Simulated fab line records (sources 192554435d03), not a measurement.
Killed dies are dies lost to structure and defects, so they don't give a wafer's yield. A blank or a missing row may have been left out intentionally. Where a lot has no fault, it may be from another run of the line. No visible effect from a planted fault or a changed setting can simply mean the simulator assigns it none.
Matching of chambers	flow n5 finfet	N5_BEOL_M4_ETCH_69 on rie diel-03: 4 sister chambers
The step etches SiARC in CF4, target depth 15.6 nm, time 26 s. 16 wafers are shown with their chamber, then 8 later ones without.

== EACH WAFER AND ITS CHAMBER ==
wafer	chamber	drypump motor current A (A)	throttle valve pct (%)	showerhead plenum p Torr (Torr)
L077.1	0	6.4	15.84	2.14
L077.4	2	5.6	15.03	2.17
L077.5	2	5.6	15.03	2.17
L078.1	0	6.4	15.84	2.14
L078.2	3	5.4	16.01	2.09
L078.3	1	5.1	15.36	2.17
L079.2	1	5.1	15.36	2.17
L079.4	2	5.6	15.07	2.17
L079.6	0	6.4	15.86	2.14
L082.1	1	5.1	15.34	2.17
L082.4	3	5.4	16.01	2.09
L082.5	3	5.4	16.02	2.09
L081.1	3	5.4	16.02	2.09
L081.4	2	5.6	15.08	2.17
L081.5	2	5.7	15.08	2.17
L083.1	0	6.4	15.87	2.13

SIGNATURES (means of the wafers above)
reading	chamber 0	chamber 1	chamber 2	chamber 3	scatter within a chamber
drypump motor current A	6.400	5.100	5.620	5.400	0.0258
throttle valve pct	15.8525	15.3533	15.0580	16.0150	0.0176
showerhead plenum p Torr	2.1375	2.1700	2.1700	2.0900	0.0025
Rule: distance of a wafer from a chamber = root of the sum over the readings of ((wafer's reading minus chamber's mean) / reading's scatter) squared. The wafer belongs to the nearest chamber; if the next one is less than 2 further off, it can't be placed. How the scatter is found: for the shown wafers, subtract from each reading the mean of its chamber, square and add these, divide the total by (wafers less chambers), then take the root.

== WAFERS WITH NO CHAMBER GIVEN ==
wafer	drypump motor current A (A)	throttle valve pct (%)	showerhead plenum p Torr (Torr)
L083.4	5.1	15.37	2.17
L083.5	6.4	15.86	2.13
L091.1	5.6	15.12	2.16
L091.3	6.4	15.90	2.13
L091.6	6.4	15.90	2.13
L093.2	5.6	15.11	2.16
L093.3	5.1	15.42	2.16
L093.5	5.6	15.13	2.16

== WHICH CHAMBER EACH WENT THROUGH ==
wafer	from the rows above	in truth
L083.4	1	1
L083.5	0	0
L091.1	2	2
L091.3	0	0
L091.6	0	0
L093.2	2	2
L093.3	1	1
L093.5	2	2
Correct placement for 8 of the 8. Can't be placed from these rows: 0. Number placed wrongly: 0.
